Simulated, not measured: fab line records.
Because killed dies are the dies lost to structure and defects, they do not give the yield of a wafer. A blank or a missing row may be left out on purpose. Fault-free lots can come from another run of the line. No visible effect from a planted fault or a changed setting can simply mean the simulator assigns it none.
Which tool is to blame? || flow n5_finfet || 11 lots with 33 wafers sampled at 2 steps, on a route of 1938 steps

== WHAT THE GAUGES READ, wafer by wafer ==
N5_BEOL_M10_CD_MEAS_11: target cd 64.1 nm.
{"lot": "L467", "measured": "day 9 23:12", "on": "cd_sem-01", "cd_nm (nm)": "63.2 63.5 63.0"}
{"lot": "L470", "measured": "day 10 22:35", "on": "cd_sem-03", "cd_nm (nm)": "63.6 64.4 63.7"}
{"lot": "L472", "measured": "day 11 12:29", "on": "cd_sem-02", "cd_nm (nm)": "64.4 64.1 64.0"}
{"lot": "L473", "measured": "day 11 19:38", "on": "cd_sem-02", "cd_nm (nm)": "63.3 63.5 63.7"}
{"lot": "L475", "measured": "day 12 06:05", "on": "cd_sem-02", "cd_nm (nm)": "63.9 63.5 63.3"}
{"lot": "L478", "measured": "day 13 02:35", "on": "cd_sem-02", "cd_nm (nm)": "65.4 65.5 65.1"}
{"lot": "L481", "measured": "day 13 16:43", "on": "cd_sem-03", "cd_nm (nm)": "63.9 64.0 64.4"}
{"lot": "L482", "measured": "day 14 00:07", "on": "cd_sem-01", "cd_nm (nm)": "63.7 63.7 64.5"}
{"lot": "L487", "measured": "day 15 04:35", "on": "cd_sem-03", "cd_nm (nm)": "64.1 64.0 64.2"}
{"lot": "L489", "measured": "day 15 12:29", "on": "cd_sem-03", "cd_nm (nm)": "64.2 64.8 64.4"}
{"lot": "L490", "measured": "day 15 16:30", "on": "cd_sem-01", "cd_nm (nm)": "63.8 64.4 64.4"}

N5_BEOL_M10_CD_MEAS_18: pitch 140 nm, target cd 70 nm.
{"lot": "L467", "measured": "day 10 00:21", "on": "cd_sem-02", "cd_nm (nm)": "69.2 69.7 69.8"}
{"lot": "L470", "measured": "day 10 23:23", "on": "cd_sem-03", "cd_nm (nm)": "70.2 70.3 70.1"}
{"lot": "L472", "measured": "day 11 15:22", "on": "cd_sem-03", "cd_nm (nm)": "70.1 70.0 69.5"}
{"lot": "L473", "measured": "day 11 20:38", "on": "cd_sem-02", "cd_nm (nm)": "69.4 69.6 69.5"}
{"lot": "L475", "measured": "day 12 06:37", "on": "cd_sem-02", "cd_nm (nm)": "69.7 69.1 69.5"}
{"lot": "L478", "measured": "day 13 03:24", "on": "cd_sem-01", "cd_nm (nm)": "71.0 71.1 70.8"}
{"lot": "L481", "measured": "day 13 17:17", "on": "cd_sem-01", "cd_nm (nm)": "70.1 70.1 70.3"}
{"lot": "L482", "measured": "day 14 00:39", "on": "cd_sem-01", "cd_nm (nm)": "69.8 70.0 70.4"}
{"lot": "L487", "measured": "day 15 05:14", "on": "cd_sem-02", "cd_nm (nm)": "70.3 69.9 70.2"}
{"lot": "L489", "measured": "day 15 13:01", "on": "cd_sem-02", "cd_nm (nm)": "70.1 70.6 70.4"}
{"lot": "L490", "measured": "day 15 17:17", "on": "cd_sem-01", "cd_nm (nm)": "70.0 70.0 70.9"}

== WHICH TOOL RAN EACH LOT (tool, then ch and the chambers of the sampled wafers, then the start) ==
There is no process step in the record ahead of these readings.

== AS READ BY THE TOOLS THEMSELVES (means over the sampled wafers that have a number; for cases with no such wafer, the mark the record gives instead) ==
The record holds no such reading with a usual standard deviation.

== THE ANSWER, worked out from the rows above alone ==
Rule: the usual values come from the lots themselves. Put in order of their means at a reading, lots are off if they are a third of the lots or fewer, leave a main group of 4 or more, and stand apart from it by a gap of 3 or more times the standard deviation of the main group's means; of several such gaps the widest counts. A main group is skipped when, at the precision printed for the reading in the tables above, its means are all equal. Also off: a lot with no number at a reading for which 4 or more lots have one. All remaining lots with rows at the step are treated as sound. After the gauges, taken in route order, come the tools' own readings; for these a lot's mean is taken, as printed above. At the first step where some lot is off, the reading lying furthest off is the one used; lots without a number count as furthest.
No lot is off on any of the readings shown, so nothing can be concluded from this.

== WHAT THE SIMULATOR HAD PUT IN ==
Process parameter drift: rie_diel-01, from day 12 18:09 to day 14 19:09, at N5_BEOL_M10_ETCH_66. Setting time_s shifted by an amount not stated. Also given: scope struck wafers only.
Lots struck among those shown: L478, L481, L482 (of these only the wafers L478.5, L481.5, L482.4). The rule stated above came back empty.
